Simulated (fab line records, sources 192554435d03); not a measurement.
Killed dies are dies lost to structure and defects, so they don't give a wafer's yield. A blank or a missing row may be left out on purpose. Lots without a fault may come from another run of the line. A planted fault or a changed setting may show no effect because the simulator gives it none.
Split-lot experiment | flow n5_finfet | 7 lots, 21 wafers read, on a route of 1938 steps

THE SPLIT
At N5_SD_EPI_N_COAT_03 (resist thk 150 nm), the setting spin_rpm was moved away from the recipe's 1500 rpm on 12 of the 21 wafers read, by -11.0% to +8.5%. The other wafers ran this setting at the recipe's value.

FROM THE SPLIT TO THE READING: what the file shows between them, 3 steps
- N5_SD_EPI_N_PEB_07: peb time 60 s (also split here: peb_temp_c)
- N5_SD_EPI_N_DEVELOP_08: develop time 30 s
- N5_SD_EPI_N_CD_MEAS_09: target cd 120 nm

THE READING
CAR-ArF-block_of_SD_EPI_N_COAT_03.thk_nm (the simulator's own value, which no gauge read), in nm, at N5_SD_EPI_N_DESCUM_14 (chemistry O2, time 7.9 s). The file gives no usual value for it. The 9 wafers here that ran the recipe average 143.6 nm, standard deviation 0.38 nm.

wafer  | tool, chamber at the split | spin_rpm as run, rpm | against the recipe | CAR-ArF-block_of_SD_EPI_N_COAT_03.thk_nm, nm | against lot-mates on the recipe
L075.1 | litho_track-04, 0          | 1607                 | +7.1%              | 138                                          | no lot-mate on the recipe
L075.2 | litho_track-04, 0          | 1607                 | +7.1%              | 138                                          | no lot-mate on the recipe
L075.4 | litho_track-04, 0          | 1607                 | +7.1%              | 138                                          | no lot-mate on the recipe
L084.4 | litho_track-04, 0          | 1410                 | -6.0%              | 148.2                                        | +4.8
L084.5 | litho_track-04, 0          | 1410                 | -6.0%              | 148.6                                        | +5.2
L084.6 | litho_track-04, 0          | 1500                 | recipe             | 143.4                                        | -
L085.1 | litho_track-04, 0          | 1500                 | recipe             | 144.2                                        | -
L085.3 | litho_track-04, 0          | 1369                 | -8.7%              | 151.6                                        | +7.4
L085.4 | litho_track-04, 0          | 1369                 | -8.7%              | 151.2                                        | +7.0
L089.1 | litho_track-01, 0          | 1500                 | recipe             | 143.2                                        | -
L089.4 | litho_track-01, 0          | 1500                 | recipe             | 143.6                                        | -
L089.5 | litho_track-01, 0          | 1500                 | recipe             | 143.2                                        | -
L090.1 | litho_track-01, 0          | 1627                 | +8.5%              | 137.4                                        | -6.8
L090.2 | litho_track-01, 0          | 1500                 | recipe             | 144.2                                        | -
L090.3 | litho_track-01, 0          | 1627                 | +8.5%              | 137.6                                        | -6.6
L091.1 | litho_track-01, 0          | 1500                 | recipe             | 143.2                                        | -
L091.2 | litho_track-01, 0          | 1440                 | -4.0%              | 146.2                                        | +2.8
L091.6 | litho_track-01, 0          | 1500                 | recipe             | 143.6                                        | -
L097.2 | litho_track-03, 0          | 1335                 | -11.0%             | 152.8                                        | +9.0
L097.3 | litho_track-03, 0          | 1335                 | -11.0%             | 152.8                                        | +9.0
L097.4 | litho_track-03, 0          | 1500                 | recipe             | 143.8                                        | -

THE FIT
A straight line over all 21 wafers: CAR-ArF-block_of_SD_EPI_N_COAT_03.thk_nm changes by -0.805 nm for each +1% of spin_rpm; r = -1.00; the points scatter about the line by 0.45 nm.
The same after taking each lot's own level away (the mean of its wafers on the recipe; 18 wafers): -0.81 nm for each +1%; r = -1.00; scatter 0.21 nm.
On that fit, the largest move of spin_rpm shifts the reading by 8.9 nm.
The lots' own levels span 143.33 to 144.20 nm, that is 2.3 times the standard deviation above.
So the lot-to-lot level changes the slope little: the two slopes agree.
Check: with one of the wafers moved furthest among these (-11.0%) left out of the fit, the line predicts +8.93 nm for it against its lot-mates. It came out at +9 nm against them.

OTHER SPLITS ON THESE WAFERS
These wafers also went through other splits before the reading. Each is held against what the fit with the lots' levels taken away leaves over:
other split on the same wafers | wafers away from the commonest value | r with CAR-ArF-block_of_SD_EPI_N_COAT_03.thk_nm (lot level and that fit taken away)
N5_DUMMY_GATE_DESCUM_20 time_s | 5                                    | +0.07
N5_SD_EPI_N_PEB_07 peb_temp_c  | 8                                    | -0.08

THE WHOLE CHAIN: every reading that the file lists as answering this split, in the file's order
step                  | what it does             | reading                                                                                   | change (the file's fit)               | r (the file's)
N5_SD_EPI_N_COAT_03   | resist thk 150 nm        | CAR-ArF-block_of_SD_EPI_N_COAT_03.thk_nm (the simulator's own value, which no gauge read) | -0.802 nm for each +1% of the setting | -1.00
N5_SD_EPI_N_DESCUM_14 | chemistry O2, time 7.9 s | CAR-ArF-block_of_SD_EPI_N_COAT_03.thk_nm (the simulator's own value, which no gauge read) | -0.809 nm for each +1% of the setting | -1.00

THE FILE'S OWN FIT
CAR-ArF-block_of_SD_EPI_N_COAT_03.thk_nm changes by -0.809 nm for each +1% of spin_rpm, r = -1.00.
